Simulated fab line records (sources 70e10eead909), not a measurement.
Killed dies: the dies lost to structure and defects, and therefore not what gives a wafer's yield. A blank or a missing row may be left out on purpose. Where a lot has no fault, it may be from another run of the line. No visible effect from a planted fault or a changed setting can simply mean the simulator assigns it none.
Which tool did it?    flow nand harc    route of 1159 steps, sampled at 1 step: 7 lots, 20 wafers

## WHAT EACH GAUGE READ, for each wafer
NHARC_P_GATE_CD_MEAS_91 targets a cd of 2000 nm.
lot   measured      on         cd nm (nm)
L647  day 5 11:55   cd sem-02  1999.9 1999.7 2000.7
L651  day 6 18:35   cd sem-02  2000.0 2000.0
L660  day 8 12:31   cd sem-03  1999.8 2000.7 1999.8
L661  day 9 04:31   cd sem-02  2002.2 2001.1 2000.6
L665  day 9 21:58   cd sem-01  1999.7 2001.9 2001.0
L667  day 10 09:47  cd sem-03  2000.2 2003.7 2002.3
L668  day 11 01:35  cd sem-02  1999.7 1998.9 2000.7

## WHAT TOOL EACH LOT RAN ON (gives the tool, then ch and the chambers of the sampled wafers, and finally the start)
There is no process step in the record ahead of these readings.

## THE ANSWER, worked out from the rows above alone
Rule: what is usual is taken from the lots themselves. Put in order of their means at a reading, lots are off if they are a third of the lots or fewer, leave a main group of 4 or more, and stand apart from it by a gap of 3 or more times the standard deviation of the main group's means; of several such gaps the widest counts. Not used: any main group whose means are identical at the precision the tables above print for the reading. Also off: a lot with no number at a reading for which 4 or more lots have one. Any other lot the step has rows for is counted as sound.
No lot is off on any of the readings shown, so nothing can be concluded from this.

## WHAT THE SIMULATOR HAD INSERTED
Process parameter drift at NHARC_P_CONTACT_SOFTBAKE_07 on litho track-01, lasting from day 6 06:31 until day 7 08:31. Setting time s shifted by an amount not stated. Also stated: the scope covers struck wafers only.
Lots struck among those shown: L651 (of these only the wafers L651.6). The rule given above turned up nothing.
